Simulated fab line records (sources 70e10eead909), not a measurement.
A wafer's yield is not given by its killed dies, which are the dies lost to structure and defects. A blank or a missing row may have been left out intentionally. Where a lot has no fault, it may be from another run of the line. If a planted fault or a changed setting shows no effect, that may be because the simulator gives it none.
Chamber matching | flow nand-harc | NHARC_A_M1_CMP_23 on cmp-03: 4 sister chambers
The step polishes, t overpolish 20 s, target thk 154.34 nm. 8 wafers are shown with their chamber, then 9 later ones without.

WAFERS PAIRED WITH THEIR CHAMBERS
wafer  | chamber | motor-current-A (A) | time-to-endpoint-s (s)
L312.3 | 3       | 9.6                 | 24.7
L317.6 | 2       | 10.9                | 28.5
L316.1 | 0       | 11.8                | 32.5
L327.1 | 3       | 10.4                | 29.6
L327.5 | 2       | 10.8                | 28.1
L326.2 | 1       | 12.3                | 29.2
L326.4 | 0       | 11.7                | 32.2
L326.5 | 1       | 12.0                | 31.0

WAFERS WITH NO CHAMBER GIVEN
wafer  | motor-current-A (A) | time-to-endpoint-s (s)
L330.2 | 10.4                | 30.3
L330.3 | 11.0                | 31.1
L330.6 | 12.1                | 31.9
L329.1 | 10.1                | 30.3
L329.2 | 11.9                | 30.1
L329.4 | 10.3                | 28.9
L331.1 | 10.2                | 27.5
L331.5 | 12.4                | 27.7
L331.6 | 11.5                | 29.0

EACH ONE'S CHAMBER
wafer  | from the rows above          | in truth
L330.2 | can't be placed: 2 or 3      | 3
L330.3 | can't be placed: 2 or 0      | 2
L330.6 | can't be placed: 1 or 0      | 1
L329.1 | can't be placed: 3 or 2      | 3
L329.2 | can't be placed: 1 or 0      | 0
L329.4 | can't be placed: 3 or 2      | 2
L331.1 | can't be placed: 3 or 2      | 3
L331.5 | can't be placed: 1 or 0      | 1
L331.6 | can't be placed: 0 or 2 or 1 | 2
Placed correctly: 0 of 9. Cannot be placed on the basis of these rows: 9; the candidates contain the true chamber in 9. 0 placed wrongly.
How it was worked out, from the rows above alone: a wafer's distance from a chamber is the root of the sum, over the readings, of the square of ((its reading less the chamber's mean) divided by the reading's scatter). The wafer belongs to the nearest chamber; if the next one is less than 2 further off, it can't be placed. The mean given for a chamber averages the wafers shown for that chamber. The scatter is the square root of a quotient: the sum, over the shown wafers, of each reading's squared deviation from its chamber's mean, divided by wafers minus chambers.
